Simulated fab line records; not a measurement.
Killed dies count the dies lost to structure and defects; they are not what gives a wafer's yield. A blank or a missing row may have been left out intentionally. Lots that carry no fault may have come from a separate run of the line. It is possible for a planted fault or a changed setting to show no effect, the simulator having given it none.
Chamber matching + flow n5Finfet + N5_BEOL_M4_DEP_57 on pecvd-03: 3 sister chambers
The step deposits SiCN from 3MS/NH3, target thk 8 nm, time 14 s. 6 wafers are shown with their chamber, then 11 later ones without.

WAFERS WITH THEIR CHAMBER
| wafer  | chamber | throttleValvePct (%) | showerheadVppV (V) |
|--------|---------|----------------------|--------------------|
| L085.1 | 0       | 9.0                  | 864                |
| L085.2 | 1       | 9.7                  | 879                |
| L086.3 | 1       | 9.6                  | 899                |
| L086.4 | 0       | 9.0                  | 873                |
| L086.5 | 2       | 8.0                  | 926                |
| L084.2 | 2       | 8.1                  | 946                |

WAFERS WITH NO CHAMBER GIVEN
| wafer  | throttleValvePct (%) | showerheadVppV (V) |
|--------|----------------------|--------------------|
| L084.4 | 9.5                  | 893                |
| L084.5 | 8.8                  | 867                |
| L094.2 | 8.3                  | 934                |
| L094.3 | 9.6                  | 884                |
| L094.4 | 8.5                  | 937                |
| L097.1 | 7.8                  | 940                |
| L097.2 | 9.2                  | 882                |
| L097.4 | 9.2                  | 879                |
| L095.2 | 9.7                  | 873                |
| L095.3 | 8.2                  | 943                |
| L095.5 | 8.2                  | 922                |

WHICH CHAMBER EACH WENT THROUGH
| wafer  | from the rows above | in truth                   |
|--------|---------------------|----------------------------|
| L084.4 | 1                   | 1                          |
| L084.5 | 0                   | 0                          |
| L094.2 | 2                   | 2                          |
| L094.3 | 1                   | 1                          |
| L094.4 | 2                   | 2                          |
| L097.1 | 2                   | 2                          |
| L097.2 | 0                   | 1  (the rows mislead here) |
| L097.4 | 0                   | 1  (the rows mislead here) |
| L095.2 | 1                   | 1                          |
| L095.3 | 2                   | 2                          |
| L095.5 | 2                   | 2                          |
9 of 11 placed correctly. Number that these rows cannot place: 0. 2 placed wrongly.
How it was worked out, from the rows above alone: a wafer's distance from a chamber is the root of the sum, over the readings, of the square of ((its reading less the chamber's mean) divided by the reading's scatter). The wafer belongs to the nearest chamber; if the next one is less than 2 further off, it can't be placed. A chamber's mean is the mean of its shown wafers. The scatter: take each reading less its chamber's mean, square it, sum over the shown wafers, divide by the number of wafers less the number of chambers, and take the root.
